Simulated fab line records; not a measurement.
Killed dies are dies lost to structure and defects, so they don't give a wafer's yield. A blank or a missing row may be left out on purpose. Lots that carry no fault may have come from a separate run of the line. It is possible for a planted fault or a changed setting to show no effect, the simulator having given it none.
Chamber matching    flow nand_harc    rie_diel-03 running NHARC_A_SGD_CUT_ETCH_58: 4 sister chambers
The step etches the open film in CF4, target depth 39 nm, time 65 s. 16 wafers are shown with their chamber, then 8 later ones without.

## EACH WAFER AND ITS CHAMBER
wafer   chamber  showerhead_plenum_p_Torr (Torr)  rf_vpp_V (V)  oes_product_au (a.u.)
L074.3  1        1.71                             150.4         0.994
L074.4  2        1.81                             151.2         1.005
L074.5  3        1.85                             150.6         1.006
L077.1  2        1.81                             150.5         0.998
L077.4  1        1.70                             151.2         0.990
L077.5  3        1.85                             151.7         1.003
L081.2  3        1.85                             152.6         1.002
L081.4  1        1.70                             151.3         0.981
L081.6  0        1.66                             149.6         0.980
L087.2  2        1.81                             151.0         0.984
L087.4  1        1.70                             149.9         0.968
L087.5  3        1.84                             151.2         0.995
L088.1  3        1.84                             150.5         0.987
L088.3  1        1.70                             149.5         0.975
L088.6  2        1.80                             152.1         0.970
L091.3  1        1.70                             150.2         0.994

SIGNATURES, as means of the wafers listed above
reading                   chamber 0  chamber 1  chamber 2  chamber 3  scatter within a chamber
showerhead_plenum_p_Torr  1.6600     1.7017     1.8075     1.8460     0.00482
rf_vpp_V                  149.600    150.417    151.200    151.320    0.757
oes_product_au            0.98000    0.98367    0.98925    0.99860    0.0113
Rule: distance of a wafer from a chamber = root of the sum over the readings of ((wafer's reading minus chamber's mean) / reading's scatter) squared. If the next closest chamber is less than 2 further off than the closest, the wafer can't be placed; otherwise it belongs to the closest. The scatter: take each reading less its chamber's mean, square it, sum over the shown wafers, divide by the number of wafers less the number of chambers, and take the root.

## WAFERS MISSING THEIR CHAMBER
wafer   showerhead_plenum_p_Torr (Torr)  rf_vpp_V (V)  oes_product_au (a.u.)
L091.4  1.80                             152.8         0.988
L091.5  1.84                             151.1         1.009
L092.3  1.80                             151.1         0.992
L092.5  1.84                             152.5         1.005
L092.6  1.70                             151.5         0.994
L096.2  1.70                             151.1         1.006
L096.4  1.84                             152.3         1.021
L096.5  1.80                             151.2         1.005

## THE CHAMBER EACH PASSED THROUGH
wafer   from the rows above  in truth
L091.4  2                    2
L091.5  3                    3
L092.3  2                    2
L092.5  3                    3
L092.6  1                    1
L096.2  1                    1
L096.4  3                    3
L096.5  2                    2
Placed correctly: 8 of 8. From these rows, 0 cannot be placed. Placed wrongly: 0.
